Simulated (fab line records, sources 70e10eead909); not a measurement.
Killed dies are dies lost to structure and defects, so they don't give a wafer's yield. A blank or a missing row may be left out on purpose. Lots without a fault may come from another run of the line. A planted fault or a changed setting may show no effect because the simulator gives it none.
fab line records | flow nand_harc
record lots=24 wafers=72 last_day=24
route steps=1159 shown A_CHANNEL_FILL_D1@518 A_STAIRCASE@533
lots that met no fault: from a run of the same line without faults
start_h: hours from the record's first day to the start of the lot's first wafer shown | wait_h: hours since the lot's step before | " the same as in the row above | L1.1+2: a row that stands for several wafers | - no value, or no start given | * or withheld: withheld | < > ~ a bound
route shown NAME@n: a module of which the file shows steps, and the number in the route of the first | usual: mean/standard deviation of fault-free wafers | same: alike in all rows | chamber/n: place in a boat | sites: the reading at each site | _std_site: their standard deviation | _edge_site: outer sites' mean less inner sites' | radius_mm: how far each site lies from the wafer's centre | mask NAME#n: copy n | behind: the tool/chamber that last shaped the wafer | hold: why the lot was held/for how many hours/how that ended | device: the transistor (n, p or np) that didn't switch | end of line: the same wafers' tests at the end of the route | a step without rows: its recipe alone | killed: dies lost to structure and defects at the first sort, not the wafer's yield | map: a wafer's dies, x killed, . not, _ none there
set.NAME: the setting as run; set.NAME@STEP: as run at that earlier step | model.NAME: the simulator's own value behind a step, which no gauge read
steps of the route over a sample of lots; a table a step, a row a wafer
services: from which hour (start_h, from the record's first day; less than 0 if before it) a tool's chamber was out of use, for how many hours, and why
## steps
# step NHARC_A_CHANNEL_FILL_D1_INSPECT_13
# usual raw_defect_count=284/120
# columns lot.wafer tool chamber start_h wait_h raw_defect_count
L074.1 defect_inspect-01 - 232.35 0.2 360
L074.2 " - " " 160
L074.3 " - " " 251
L076.1 defect_inspect-02 - 239.94 0.2 232
L076.2 " - " " 208
L076.3 " - " " 173
L075.2 defect_inspect-02 - 239.96 0.1 239
L075.3 " - " " 256
L075.5 " - " " 439
L077.2 defect_inspect-02 - 245.20 0.1 333
L077.3 " - " " 308
L077.5 " - " " 255
L080.1 defect_inspect-02 - 259.61 0.2 272
L080.2 " - " " 216
L080.4 " - " " 181
L079.2 defect_inspect-02 - 259.65 0.1 153
L079.5 " - " " 119
L079.6 " - " " 147
L078.2 defect_inspect-02 - 259.82 0.1 173
L078.4 " - " " 320
L078.5 " - " " 247
L081.3 defect_inspect-02 - 264.63 0.1 322
L081.5 " - " " 435
L081.6 " - " " 533
L082.1 defect_inspect-01 - 275.71 0.2 873
L082.4 " - " " 445
L082.5 " - " " 465
L083.1 defect_inspect-02 - 283.48 0.2 413
L083.5 " - " " 598
L083.6 " - " " 261
L085.2 defect_inspect-01 - 299.10 0.1 303
L085.3 " - " " 429
L085.5 " - " " 330
L084.4 defect_inspect-02 - 299.10 0.1 364
L084.5 " - " " 591
L084.6 " - " " 349
L086.1 defect_inspect-01 - 306.82 0.2 224
L086.2 " - " " 341
L086.3 " - " " 246
L087.3 defect_inspect-01 - 306.99 0.1 213
L087.5 " - " " 198
L087.6 " - " " 252
L089.2 defect_inspect-02 - 327.38 0.1 153
L089.3 " - " " 174
L089.5 " - " " 204
L088.3 defect_inspect-01 - 327.38 0.1 462
L088.5 " - " " 323
L088.6 " - " " 419
L093.1 defect_inspect-02 - 335.00 0.2 312
L093.3 " - " " 269
L093.6 " - " " 309
L091.1 defect_inspect-01 - 335.01 0.2 212
L091.3 " - " " 248
L091.4 " - " " 251
L092.1 defect_inspect-01 - 339.82 0.2 458
L092.2 " - " " 170
L092.4 " - " " 283
L090.1 defect_inspect-02 - 339.82 0.2 125
L090.4 " - " " 240
L090.5 " - " " 169
L094.2 defect_inspect-02 - 349.75 0.1 276
L094.3 " - " " 246
L094.4 " - " " 440
L096.1 defect_inspect-01 - 365.90 0.2 271
L096.5 " - " " 270
L096.6 " - " " 402
L095.3 defect_inspect-02 - 365.92 0.1 141
L095.5 " - " " 214
L095.6 " - " " 155
L097.1 defect_inspect-02 - 372.43 0.2 229
L097.2 " - " " 115
L097.3 " - " " 140
# step NHARC_A_STAIRCASE_STRIP_171
# recipe power_w=1500 temp_c=250 chemistry=O2
# usual drypump_motor_current_A=5.81/0.26 heater_power_w=332/39
# columns lot.wafer tool chamber start_h wait_h drypump_motor_current_A heater_power_w rf_hours_counter_h
L074.1 plasma_asher-02 0 233.86 - 5.97 340 16
L074.2 " 1 " " 5.61 332 16
L074.3 " 1 " " 5.61 337 -
L076.2 plasma_asher-02 1 241.31 - 5.54 330 20
L076.1 " 0 " " 5.94 349 20
L076.3 " 1 " " 5.56 339 -
L075.2 plasma_asher-01 0 241.53 - 5.50 386 45
L075.3 " 0 " " 5.50 385 -
L075.5 " 0 " " 5.52 386 -
L077.2 plasma_asher-02 1 246.62 - 5.57 333 22
L077.3 " 1 " " 5.62 339 -
L077.5 " 1 " " 5.61 331 -
L080.1 plasma_asher-02 1 260.98 - 5.63 340 25
L080.2 " 0 " " 5.97 357 25
L080.4 " 1 " " 5.62 330 -
L079.2 plasma_asher-01 1 261.44 - 6.18 254 54
L079.6 " 0 " " 5.51 388 -
L079.5 " 1 " " 6.20 252 -
L078.2 plasma_asher-02 0 262.08 - 5.95 341 26
L078.4 " 1 " " 5.61 328 -
L078.5 " 1 " " 5.59 335 -
L081.3 plasma_asher-02 0 266.52 - 5.97 354 -
L081.5 " 1 " " 5.60 331 -
L081.6 " 0 " " 5.99 345 -
L082.1 plasma_asher-02 0 278.50 - 5.95 340 33
L082.4 " 1 " " 5.59 334 -
L082.5 " 0 " " 5.95 342 -
L083.1 plasma_asher-02 0 284.91 - 5.96 349 36
L083.6 " 0 " " 5.95 351 -
L083.5 " 1 " " 5.54 336 -
L084.4 plasma_asher-02 0 300.71 - 5.94 354 -
L084.6 " 1 " " 5.60 337 -
L084.5 " 0 " " 5.94 341 -
L085.2 plasma_asher-02 1 300.85 - 5.60 331 40
L085.3 " 0 " " 5.96 340 -
L085.5 " 0 " " 5.96 348 -
L086.2 plasma_asher-01 0 308.30 - 5.53 375 5
L086.1 " 1 " " 6.15 271 5
L086.3 " 0 " " 5.50 376 -
L087.3 plasma_asher-01 1 308.95 - 6.18 270 -
L087.6 " 1 " " 6.19 269 -
L087.5 " 0 " " 5.51 382 -
L089.2 plasma_asher-01 0 329.23 - 5.51 376 12
L089.3 " 1 " " 6.18 272 -
L089.5 " 1 " " 6.17 265 -
L088.3 plasma_asher-01 1 329.65 - 6.17 268 -
L088.5 " 0 " " 5.53 376 -
L088.6 " 1 " " 6.20 273 -
L091.1 plasma_asher-02 0 336.66 - 5.97 342 52
L091.4 " 1 " " 5.63 329 -
L091.3 " 0 " " 5.97 349 -
L093.1 plasma_asher-01 0 336.82 - 5.48 370 15
L093.3 " 0 " " 5.51 373 -
L093.6 " 0 " " 5.53 383 -
L092.1 plasma_asher-01 0 341.19 - 5.53 371 16
L092.2 " 1 " " 6.17 274 16
L092.4 " 1 " " 6.18 272 -
L090.1 plasma_asher-02 0 341.36 - 5.94 354 53
L090.4 " 0 " " 5.95 343 -
L090.5 " 1 " " 5.60 337 -
L094.2 plasma_asher-02 1 351.71 - 5.64 341 57
L094.3 " 0 " " 5.96 342 -
L094.4 " 1 " " 5.60 336 -
L096.1 plasma_asher-01 0 368.30 - 5.51 378 28
L096.6 " 0 " " 5.53 376 -
L096.5 " 1 " " 6.15 268 -
L095.3 plasma_asher-01 0 368.67 - 5.48 376 -
L095.6 " 0 " " 5.49 373 -
L095.5 " 1 " " 6.19 270 -
L097.1 plasma_asher-01 0 375.34 - 5.51 379 31
L097.2 " 1 " " 6.17 270 31
L097.3 " 1 " " 6.18 265 -
# step NHARC_A_STAIRCASE_ETCH_17
# recipe target_depth_a=1000 time_s=40.5 ion_energy_ev=400 c4f8_flow_sccm=20 o2_flow_sccm=10 ar_flow_sccm=withheld rf_w=600 bias_w=1000 chemistry=C4F8/O2
# usual oes_product_au=0.943/0.014 rf_fwd_power_W=591/3.1 rf_vpp_V=896/3.6
# columns lot.wafer tool chamber start_h wait_h oes_product_au rf_fwd_power_W rf_hours_counter_h rf_vpp_V
L074.2 rie_diel-11 3 - - 0.931 591 11 894
L074.3 " 1 " " 0.944 590 12 898
L074.1 " 2 " " 0.935 595 12 889
L075.2 rie_diel-07 1 - - 0.963 588 3 895
L075.3 " 0 " " 0.966 589 3 900
L075.5 " 2 " " 0.937 596 - 893
L076.1 rie_diel-03 0 - - 0.947 589 10 900
L076.2 " 2 " " 0.932 588 10 903
L076.3 " 3 " " 0.939 591 8 895
L077.3 rie_diel-07 0 - - 0.944 590 6 900
L077.2 " 1 " " 0.937 589 6 896
L077.5 " 3 " " 0.924 588 - 897
L080.4 rie_diel-11 3 - - 0.923 593 24 893
L080.1 " 0 " " 0.922 592 24 893
L080.2 " 1 " " 0.944 588 24 898
L079.2 rie_diel-03 0 - - 0.948 590 16 901
L079.6 " 2 " " 0.934 587 - 904
L079.5 " 3 " " 0.943 594 - 895
L078.2 rie_diel-07 1 - - 0.956 592 10 895
L078.4 " 2 " " 0.945 598 9 893
L078.5 " 1 " " 0.955 592 - 895
L081.3 rie_diel-03 2 - - 0.952 584 19 902
L081.5 " 3 " " 0.952 593 - 895
L081.6 " 0 " " 0.957 588 - 900
L082.1 rie_diel-07 0 - - 0.966 591 18 898
L082.4 " 3 " " 0.942 588 16 897
L082.5 " 1 " " 0.951 591 - 894
L083.1 rie_diel-11 3 - - 0.941 592 33 893
L083.6 " 1 " " 0.942 592 - 899
L083.5 " 2 " " 0.957 594 - 890
L084.4 rie_diel-11 1 - - 0.932 590 35 899
L084.5 " 0 " " 0.908 590 - 894
L084.6 " 1 " " 0.938 592 - 900
L085.2 rie_diel-03 3 - - 0.945 592 27 895
L085.3 " 0 " " 0.944 590 - 901
L085.5 " 3 " " 0.937 591 - 895
L086.1 rie_diel-07 0 - - 0.953 593 30 898
L086.3 " 1 " " 0.941 593 31 894
L086.2 " 2 " " 0.934 597 29 894
L087.3 rie_diel-11 3 - - 0.912 591 42 890
L087.5 " 1 " " 0.935 588 - 900
L087.6 " 2 " " 0.945 594 - 889
L089.3 rie_diel-07 0 - - 0.951 588 36 898
L089.2 " 3 " " 0.927 589 34 897
L089.5 " 1 " " 0.962 591 - 895
L088.3 rie_diel-03 2 - - 0.933 587 29 902
L088.5 " 3 " " 0.958 593 - 893
L088.6 " 0 " " 0.947 593 - 902
L091.4 rie_diel-07 1 - - 0.957 589 39 895
L091.3 " 2 " " 0.941 596 37 892
L091.1 " 3 " " 0.933 586 36 896
L093.1 rie_diel-03 3 - - 0.967 590 47 895
L093.3 " 1 " " 0.947 591 41 898
L093.6 " 3 " " 0.957 592 - 893
L092.1 rie_diel-11 1 - - 0.922 594 50 898
L092.4 " 2 " " 0.947 596 50 888
L092.2 " 3 " " 0.919 592 55 890
L090.1 rie_diel-07 1 - - 0.936 591 41 894
L090.4 " 3 " " 0.923 587 38 896
L090.5 " 2 " " 0.936 594 - 893
L094.2 rie_diel-03 2 - - 0.939 590 38 902
L094.3 " 3 " " 0.956 592 53 893
L094.4 " 3 " " 0.957 593 - 892
L096.1 rie_diel-03 1 - - 0.924 590 49 897
L096.5 " 3 " " 0.950 589 - 893
L096.6 " 0 " " 0.951 588 - 900
L095.3 rie_diel-07 3 - - 0.936 588 46 896
L095.5 " 0 " " 0.963 590 - 898
L095.6 " 1 " " 0.967 591 - 896
L097.1 rie_diel-07 0 - - 0.950 589 51 898
L097.3 " 1 " " 0.959 591 52 895
L097.2 " 2 " " 0.949 595 51 892
# step NHARC_A_STAIRCASE_TRIM_18
# recipe time_s=211.2 o2_flow_sccm=500 ar_flow_sccm=0 bias_w=0 chemistry=O2
# usual drypump_motor_current_A=5.8/0.59 oes_product_au=1.002/0.012 rf_vpp_V=57.9/0.88 showerhead_plenum_p_Torr=3.54/0.1 throttle_valve_pct=17.037/0.0094
# columns lot.wafer tool chamber start_h wait_h drypump_motor_current_A oes_product_au rf_hours_counter_h rf_vpp_V showerhead_plenum_p_Torr throttle_valve_pct
L074.2 rie_diel-11 0 - - 6.1 0.990 12 58.9 3.48 17.036
L074.1 " 1 " " 6.4 1.006 13 58.2 3.63 17.032
L074.3 " 3 " " 5.4 0.990 13 57.2 3.42 17.051
L075.3 rie_diel-07 2 - - 6.2 0.990 3 56.3 3.46 17.052
L075.2 " 3 " " 5.1 0.987 3 58.3 3.56 17.048
L075.5 " 3 " " 5.1 0.982 - 58.2 3.55 17.026
L076.2 rie_diel-03 2 - - 5.6 0.994 10 59.4 3.72 17.047
L076.1 " 3 " " 6.8 1.008 8 58.5 3.50 17.023
L076.3 " 0 " " 5.7 1.007 10 57.1 3.68 17.043
L077.2 rie_diel-07 2 - - 6.2 1.000 6 57.4 3.46 17.036
L077.3 " 3 " " 5.1 0.995 6 58.4 3.55 17.032
L077.5 " 0 " " 5.3 1.011 - 58.3 3.62 17.030
L080.1 rie_diel-11 2 - - 5.7 1.009 24 56.4 3.34 17.038
L080.4 " 3 " " 5.4 0.993 24 56.7 3.41 17.020
L080.2 " 0 " " 6.1 0.980 24 57.8 3.47 17.035
L079.2 rie_diel-03 0 - - 5.6 1.006 16 58.4 3.68 17.029
L079.5 " 3 " " 6.8 1.003 - 57.6 3.50 17.041
L079.6 " 0 " " 5.6 1.006 - 58.1 3.67 17.027
L078.4 rie_diel-07 1 - - 6.7 1.002 10 58.0 3.51 17.038
L078.2 " 2 " " 6.2 1.000 9 57.9 3.46 17.044
L078.5 " 1 " " 6.7 1.019 - 58.1 3.51 17.033
L081.3 rie_diel-03 1 - - 4.9 0.992 21 57.4 3.63 17.044
L081.5 " 1 " " 4.9 0.995 - 57.4 3.63 17.045
L081.6 " 2 " " 5.6 0.994 - 56.9 3.71 17.033
L082.4 rie_diel-07 0 - - 5.3 1.011 18 58.6 3.61 17.022
L082.1 " 3 " " 5.1 0.990 17 56.4 3.55 17.034
L082.5 " 1 " " 6.6 1.009 - 56.7 3.51 17.047
L083.1 rie_diel-11 3 - - 5.4 0.991 33 57.8 3.40 17.033
L083.6 " 0 " " 6.1 0.976 - 57.8 3.47 17.038
L083.5 " 1 " " 6.4 1.011 - 58.4 3.62 17.049
L084.4 rie_diel-11 1 - - 6.4 0.998 35 57.6 3.62 17.038
L084.5 " 0 " " 6.1 0.978 - 56.9 3.47 17.038
L084.6 " 1 " " 6.4 0.989 - 58.3 3.62 17.029
L085.2 rie_diel-03 3 - - 6.8 1.010 27 57.4 3.49 17.029
L085.3 " 0 " " 5.6 1.019 - 58.8 3.67 17.045
L085.5 " 3 " " 6.7 1.013 - 56.9 3.49 17.043
L086.1 rie_diel-07 0 - - 5.3 1.031 30 57.1 3.61 17.020
L086.2 " 1 " " 6.6 1.007 31 57.1 3.50 17.049
L086.3 " 3 " " 5.1 0.992 29 57.7 3.54 17.038
L087.3 rie_diel-11 0 - - 6.2 0.966 44 56.7 3.46 17.045
L087.5 " 3 " " 5.4 0.981 - 57.6 3.40 17.051
L087.6 " 0 " " 6.2 0.980 - 57.5 3.46 17.039
L089.3 rie_diel-07 0 - - 5.3 1.011 36 57.9 3.60 17.043
L089.2 " 1 " " 6.6 1.014 37 59.3 3.50 17.034
L089.5 " 0 " " 5.3 1.010 - 57.4 3.60 17.041
L088.3 rie_diel-03 3 - - 6.8 1.012 43 57.9 3.48 17.034
L088.5 " 2 " " 5.7 0.999 - 59.2 3.70 17.035
L088.6 " 3 " " 6.7 1.006 - 57.6 3.48 17.053
L091.3 rie_diel-07 3 - - 5.1 0.991 36 57.9 3.54 17.039
L091.1 " 0 " " 5.3 1.016 38 57.8 3.60 17.051
L091.4 " 1 " " 6.7 1.015 39 57.5 3.50 17.040
L093.3 rie_diel-03 1 - - 4.9 0.999 41 58.6 3.62 17.047
L093.1 " 2 " " 5.6 1.001 32 58.8 3.70 17.040
L093.6 " 1 " " 4.9 1.001 - 57.2 3.62 17.019
L092.4 rie_diel-11 2 - - 5.7 1.011 50 57.7 3.32 17.053
L092.2 " 3 " " 5.4 0.998 55 57.9 3.39 17.034
L092.1 " 0 " " 6.1 0.991 55 59.1 3.46 17.030
L090.1 rie_diel-07 1 - - 6.6 1.016 41 57.7 3.50 17.029
L090.4 " 0 " " 5.3 1.018 40 57.2 3.60 17.030
L090.5 " 2 " " 6.2 1.007 - 57.6 3.44 17.031
L094.3 rie_diel-03 3 - - 6.8 1.015 53 58.3 3.47 17.045
L094.2 " 0 " " 5.6 1.005 46 58.2 3.66 17.028
L094.4 " 3 " " 6.8 1.016 - 57.6 3.47 17.043
L096.1 rie_diel-03 0 - - 5.6 1.018 50 58.5 3.66 17.044
L096.5 " 1 " " 4.9 0.990 - 58.1 3.61 17.034
L096.6 " 2 " " 5.7 1.002 - 59.0 3.70 17.050
L095.3 rie_diel-07 3 - - 5.1 0.987 46 59.6 3.53 17.033
L095.5 " 3 " " 5.1 0.992 - 58.0 3.53 17.033
L095.6 " 0 " " 5.3 1.018 - 57.0 3.60 17.049
L097.2 rie_diel-07 0 - - 5.3 1.009 51 56.7 3.59 17.031
L097.1 " 1 " " 6.6 1.011 52 57.4 3.49 17.049
L097.3 " 2 " " 6.2 1.001 51 57.0 3.44 17.035
# step NHARC_A_STAIRCASE_ETCH_23
# recipe target_depth_a=1000 time_s=40.5 ion_energy_ev=400 c4f8_flow_sccm=20 o2_flow_sccm=10 ar_flow_sccm=withheld rf_w=600 bias_w=1000 chemistry=C4F8/O2
# usual oes_product_au=0.943/0.015 rf_fwd_power_W=591/3.4 rf_vpp_V=895/3.8
# columns lot.wafer tool chamber start_h wait_h oes_product_au rf_fwd_power_W rf_hours_counter_h rf_vpp_V
L074.1 rie_diel-11 1 - - 0.938 593 13 899
L074.2 " 2 " " 0.969 595 14 889
L074.3 " 3 " " 0.945 594 13 893
L075.2 rie_diel-07 2 - - 0.938 596 3 893
L075.3 " 3 " " 0.916 586 3 897
L075.5 " 2 " " 0.943 593 - 894
L076.3 rie_diel-11 3 - - 0.934 592 16 892
L076.1 " 0 " " 0.942 589 16 895
L076.2 " 1 " " 0.968 591 17 901
L077.3 rie_diel-11 1 - - 0.928 591 19 899
L077.2 " 3 " " 0.935 590 18 892
L077.5 " 2 " " 0.945 595 - 889
L080.1 rie_diel-11 3 - - 0.932 592 24 892
L080.2 " 1 " " 0.954 592 24 899
L080.4 " 2 " " 0.948 594 24 889
L078.4 rie_diel-07 2 - - 0.938 596 10 893
L078.2 " 3 " " 0.933 585 10 897
L078.5 " 2 " " 0.940 595 - 892
L079.2 rie_diel-11 1 - - 0.936 593 24 899
L079.5 " 3 " " 0.935 592 - 892
L079.6 " 0 " " 0.915 594 - 895
L081.3 rie_diel-03 1 - - 0.938 589 21 899
L081.5 " 2 " " 0.942 587 - 903
L081.6 " 3 " " 0.954 593 - 894
L082.4 rie_diel-07 1 - - 0.963 590 19 894
L082.1 " 2 " " 0.959 592 18 893
L082.5 " 0 " " 0.957 588 - 899
L083.1 rie_diel-07 0 - - 0.958 589 21 899
L083.5 " 3 " " 0.929 586 - 897
L083.6 " 0 " " 0.967 591 - 899
L084.4 rie_diel-07 2 - - 0.967 596 24 895
L084.5 " 1 " " 0.979 591 - 893
L084.6 " 2 " " 0.972 596 - 892
L085.3 rie_diel-11 3 - - 0.954 595 37 891
L085.2 " 1 " " 0.957 589 36 899
L085.5 " 0 " " 0.932 592 - 893
L086.2 rie_diel-07 0 - - 0.947 588 30 899
L086.3 " 1 " " 0.953 589 31 895
L086.1 " 3 " " 0.930 589 29 896
L087.3 rie_diel-07 3 - - 0.925 586 29 897
L087.6 " 2 " " 0.946 593 - 893
L087.5 " 3 " " 0.929 588 - 896
L089.2 rie_diel-11 3 - - 0.941 594 50 892
L089.3 " 1 " " 0.932 591 46 900
L089.5 " 0 " " 0.937 594 - 893
L088.3 rie_diel-11 3 - - 0.928 595 50 892
L088.6 " 1 " " 0.932 591 - 898
L088.5 " 2 " " 0.950 594 - 889
L091.3 rie_diel-07 3 - - 0.936 587 36 896
L091.4 " 0 " " 0.947 588 38 900
L091.1 " 2 " " 0.946 594 37 893
L093.3 rie_diel-03 2 - - 0.953 587 32 902
L093.1 " 0 " " 0.951 589 41 900
L093.6 " 2 " " 0.953 589 - 903
L092.2 rie_diel-11 2 - - 0.950 593 51 889
L092.4 " 3 " " 0.932 593 55 891
L092.1 " 0 " " 0.927 591 55 894
L090.1 rie_diel-07 3 - - 0.922 584 39 897
L090.4 " 0 " " 0.969 594 40 899
L090.5 " 3 " " 0.926 587 - 896
L094.2 rie_diel-11 2 - - 0.945 593 56 888
L094.3 " 3 " " 0.922 591 59 891
L094.4 " 1 " " 0.928 592 57 898
L095.3 rie_diel-07 2 - - 0.951 597 47 892
L095.6 " 3 " " 0.929 584 - 898
L095.5 " 0 " " 0.955 589 - 900
L096.1 rie_diel-03 0 - - 0.940 588 50 900
L096.6 " 1 " " 0.928 591 - 898
L096.5 " 2 " " 0.920 584 - 902
L097.2 rie_diel-11 3 - - 0.937 592 1 890
L097.3 " 0 " " 0.909 592 1 893
L097.1 " 1 " " 0.921 590 1 898
# step NHARC_A_STAIRCASE_TRIM_24
# recipe time_s=211.2 o2_flow_sccm=500 ar_flow_sccm=0 bias_w=0 chemistry=O2
# usual drypump_motor_current_A=5.8/0.54 oes_product_au=1.000/0.013 rf_vpp_V=57.9/0.86 showerhead_plenum_p_Torr=3.50/0.1 throttle_valve_pct=17.035/0.0088
# columns lot.wafer tool chamber start_h wait_h drypump_motor_current_A oes_product_au rf_hours_counter_h rf_vpp_V showerhead_plenum_p_Torr throttle_valve_pct
L074.2 rie_diel-11 2 - - 5.6 1.010 14 57.8 3.34 17.043
L074.1 " 3 " " 5.4 0.997 13 58.5 3.42 17.024
L074.3 " 1 " " 6.4 1.001 13 59.2 3.63 17.035
L075.3 rie_diel-07 2 - - 6.2 0.996 3 57.2 3.46 17.035
L075.2 " 3 " " 5.1 0.993 3 58.3 3.55 17.023
L075.5 " 2 " " 6.2 0.996 - 56.4 3.46 17.041
L076.1 rie_diel-11 0 - - 6.1 0.986 16 58.0 3.48 17.045
L076.3 " 1 " " 6.4 0.993 17 58.3 3.63 17.028
L076.2 " 2 " " 5.7 1.009 17 56.7 3.34 17.025
L077.3 rie_diel-11 2 - - 5.7 1.011 19 58.8 3.34 17.036
L077.2 " 3 " " 5.4 0.986 18 57.9 3.41 17.030
L077.5 " 1 " " 6.4 0.995 - 59.4 3.63 17.034
L080.4 rie_diel-11 3 - - 5.4 0.997 24 58.9 3.41 17.044
L080.1 " 1 " " 6.4 1.010 24 58.6 3.62 17.042
L080.2 " 2 " " 5.6 1.001 24 57.6 3.34 17.038
L078.4 rie_diel-07 3 - - 5.1 1.001 10 59.2 3.55 17.036
L078.2 " 2 " " 6.2 0.993 10 58.6 3.46 17.040
L078.5 " 3 " " 5.1 0.980 - 59.0 3.55 17.039
L079.2 rie_diel-11 0 - - 6.1 0.982 24 58.3 3.47 17.032
L079.5 " 1 " " 6.4 1.012 - 58.4 3.62 17.017
L079.6 " 2 " " 5.6 1.007 - 56.5 3.34 17.035
L081.3 rie_diel-03 1 - - 4.9 0.989 21 57.9 3.63 17.035
L081.5 " 1 " " 4.9 0.992 - 57.4 3.63 17.038
L081.6 " 2 " " 5.7 1.005 - 59.0 3.71 17.043
L082.1 rie_diel-07 2 - - 6.2 1.001 18 58.2 3.45 17.012
L082.4 " 0 " " 5.3 1.019 19 58.7 3.61 17.036
L082.5 " 3 " " 5.1 0.978 - 58.5 3.55 17.049
L083.1 rie_diel-07 2 - - 6.2 0.984 20 57.5 3.45 17.044
L083.5 " 1 " " 6.7 0.999 - 58.4 3.51 17.033
L083.6 " 2 " " 6.2 0.991 - 57.5 3.45 17.036
L084.4 rie_diel-07 2 - - 6.2 0.996 24 56.6 3.45 17.034
L084.6 " 0 " " 5.3 1.015 - 58.3 3.61 17.026
L084.5 " 1 " " 6.7 1.018 - 57.9 3.50 17.036
L085.3 rie_diel-11 2 - - 5.6 1.016 35 58.6 3.33 17.059
L085.2 " 1 " " 6.4 0.993 36 59.5 3.62 17.029
L085.5 " 2 " " 5.7 1.018 - 56.7 3.33 17.037
L086.3 rie_diel-07 0 - - 5.3 1.009 31 57.9 3.61 17.016
L086.2 " 1 " " 6.7 1.011 31 58.4 3.50 17.029
L086.1 " 2 " " 6.2 1.008 30 56.6 3.45 17.030
L087.3 rie_diel-07 0 - - 5.4 1.023 31 57.7 3.61 17.026
L087.6 " 0 " " 5.3 1.012 - 57.7 3.61 17.031
L087.5 " 1 " " 6.7 1.013 - 56.2 3.50 17.029
L089.2 rie_diel-11 3 - - 5.4 0.976 50 58.4 3.39 17.043
L089.3 " 0 " " 6.2 0.989 50 57.5 3.46 17.027
L089.5 " 2 " " 5.7 1.032 - 56.6 3.33 17.055
L088.3 rie_diel-11 1 - - 6.4 1.013 46 59.4 3.61 17.033
L088.6 " 0 " " 6.1 0.988 - 57.2 3.46 17.037
L088.5 " 1 " " 6.4 1.003 - 57.3 3.61 17.036
L091.4 rie_diel-07 3 - - 5.1 0.994 37 57.9 3.54 17.038
L091.3 " 1 " " 6.7 1.021 39 59.7 3.50 17.026
L091.1 " 2 " " 6.2 1.005 37 58.8 3.44 17.037
L093.3 rie_diel-03 2 - - 5.7 0.994 32 58.8 3.70 17.039
L093.1 " 3 " " 6.7 1.008 47 59.0 3.48 17.031
L093.6 " 2 " " 5.7 1.001 - 57.9 3.70 17.042
L092.4 rie_diel-11 2 - - 5.7 1.006 51 57.7 3.32 17.018
L092.2 " 3 " " 5.4 0.986 55 58.1 3.39 17.042
L092.1 " 0 " " 6.2 0.988 55 58.3 3.46 17.031
L090.1 rie_diel-07 3 - - 5.1 0.985 39 59.3 3.53 17.045
L090.4 " 0 " " 5.3 1.013 41 58.5 3.60 17.031
L090.5 " 3 " " 5.1 0.991 - 57.5 3.54 17.039
L094.2 rie_diel-11 2 - - 5.6 1.009 56 57.6 3.32 17.023
L094.4 " 0 " " 6.2 0.974 61 57.4 3.45 17.024
L094.3 " 1 " " 6.4 0.991 57 57.4 3.60 17.047
L095.3 rie_diel-07 0 - - 5.4 1.010 48 58.7 3.60 17.030
L095.5 " 3 " " 5.1 0.984 - 57.3 3.53 17.041
L095.6 " 0 " " 5.4 1.012 - 59.4 3.60 17.033
L096.1 rie_diel-03 1 - - 4.9 0.996 50 57.0 3.61 17.036
L096.6 " 1 " " 4.9 0.993 - 56.9 3.61 17.032
L096.5 " 2 " " 5.6 1.009 - 58.6 3.70 17.051
L097.2 rie_diel-11 3 - - 5.4 0.994 1 58.0 3.39 17.041
L097.3 " 0 " " 6.1 0.984 1 57.9 3.45 17.047
L097.1 " 1 " " 6.4 0.984 1 58.2 3.60 17.035
## services
# columns tool chamber start_h hours kind
rie_diel-03 - 215.46 9.0 pm
rie_diel-07 2 220.26 4.4 repair
rie_diel-07 - 228.35 9.0 pm
rie_diel-07 0 228.35 9.0 vent_cycle
rie_diel-07 1 228.35 9.0 vent_cycle
rie_diel-07 2 228.35 9.0 vent_cycle
rie_diel-07 3 228.35 9.0 vent_cycle
rie_diel-07 0 237.35 - clean
rie_diel-07 1 237.35 - clean
rie_diel-07 2 237.35 - clean
rie_diel-07 3 237.35 - clean
plasma_asher-02 - 256.75 4.2 repair
rie_diel-03 0 269.25 10.1 repair
plasma_asher-01 - 276.00 9.0 pm
rie_diel-03 - 281.47 2.5 repair
rie_diel-03 2 288.86 36.9 repair
rie_diel-03 1 298.74 9.8 repair
rie_diel-03 0 305.88 5.3 repair
rie_diel-11 - 346.13 0.5 repair
rie_diel-03 1 350.16 4.0 repair
rie_diel-11 - 355.38 0.4 repair
plasma_asher-02 - 360.00 9.0 pm
rie_diel-11 1 361.75 2.5 repair
rie_diel-11 - 366.50 9.0 pm
## key
fault none
